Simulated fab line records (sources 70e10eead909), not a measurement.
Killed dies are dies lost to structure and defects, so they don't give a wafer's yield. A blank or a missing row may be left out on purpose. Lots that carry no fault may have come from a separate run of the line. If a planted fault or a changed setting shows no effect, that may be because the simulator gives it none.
Chamber matching || flow nandHarc || NHARC_A_STAIRCASE_TRIM_220 on rieDiel-07: 4 sister chambers
The step chemistry O2, time 211.2 s. 8 wafers are shown with their chamber, then 9 later ones without.

WAFERS PAIRED WITH THEIR CHAMBERS
{"wafer": "L078.2", "chamber": 0, "drypumpMotorCurrentA (A)": 6.0, "showerheadPlenumPTorr (Torr)": 3.58}
{"wafer": "L081.6", "chamber": 3, "drypumpMotorCurrentA (A)": 5.1, "showerheadPlenumPTorr (Torr)": 3.41}
{"wafer": "L090.2", "chamber": 2, "drypumpMotorCurrentA (A)": 6.5, "showerheadPlenumPTorr (Torr)": 3.53}
{"wafer": "L090.3", "chamber": 0, "drypumpMotorCurrentA (A)": 6.1, "showerheadPlenumPTorr (Torr)": 3.56}
{"wafer": "L090.4", "chamber": 1, "drypumpMotorCurrentA (A)": 6.1, "showerheadPlenumPTorr (Torr)": 3.73}
{"wafer": "L091.2", "chamber": 2, "drypumpMotorCurrentA (A)": 6.5, "showerheadPlenumPTorr (Torr)": 3.53}
{"wafer": "L091.4", "chamber": 1, "drypumpMotorCurrentA (A)": 6.1, "showerheadPlenumPTorr (Torr)": 3.73}
{"wafer": "L091.5", "chamber": 3, "drypumpMotorCurrentA (A)": 5.1, "showerheadPlenumPTorr (Torr)": 3.40}

WAFERS MISSING THEIR CHAMBER
{"wafer": "L092.1", "drypumpMotorCurrentA (A)": 6.1, "showerheadPlenumPTorr (Torr)": 3.73}
{"wafer": "L092.3", "drypumpMotorCurrentA (A)": 5.1, "showerheadPlenumPTorr (Torr)": 3.40}
{"wafer": "L092.6", "drypumpMotorCurrentA (A)": 5.1, "showerheadPlenumPTorr (Torr)": 3.40}
{"wafer": "L094.1", "drypumpMotorCurrentA (A)": 6.1, "showerheadPlenumPTorr (Torr)": 3.72}
{"wafer": "L094.2", "drypumpMotorCurrentA (A)": 6.5, "showerheadPlenumPTorr (Torr)": 3.52}
{"wafer": "L094.4", "drypumpMotorCurrentA (A)": 6.1, "showerheadPlenumPTorr (Torr)": 3.56}
{"wafer": "L093.1", "drypumpMotorCurrentA (A)": 6.1, "showerheadPlenumPTorr (Torr)": 3.72}
{"wafer": "L093.4", "drypumpMotorCurrentA (A)": 6.0, "showerheadPlenumPTorr (Torr)": 3.56}
{"wafer": "L093.6", "drypumpMotorCurrentA (A)": 6.5, "showerheadPlenumPTorr (Torr)": 3.52}

THE CHAMBER EACH PASSED THROUGH
{"wafer": "L092.1", "from the rows above": 1, "in truth": 1}
{"wafer": "L092.3", "from the rows above": 3, "in truth": 3}
{"wafer": "L092.6", "from the rows above": 3, "in truth": 3}
{"wafer": "L094.1", "from the rows above": 1, "in truth": 1}
{"wafer": "L094.2", "from the rows above": 2, "in truth": 2}
{"wafer": "L094.4", "from the rows above": 0, "in truth": 0}
{"wafer": "L093.1", "from the rows above": 1, "in truth": 1}
{"wafer": "L093.4", "from the rows above": 0, "in truth": 0}
{"wafer": "L093.6", "from the rows above": 2, "in truth": 2}
9 of 9 placed correctly. Can't be placed from these rows: 0. 0 placed wrongly.
How it was worked out, from the rows above alone: a wafer's distance from a chamber is the root of the sum, over the readings, of the square of ((its reading less the chamber's mean) divided by the reading's scatter). If the next closest chamber is less than 2 further off than the closest, the wafer can't be placed; otherwise it belongs to the closest. A chamber's mean is the mean of its shown wafers. The scatter: take each reading less its chamber's mean, square it, sum over the shown wafers, divide by the number of wafers less the number of chambers, and take the root.
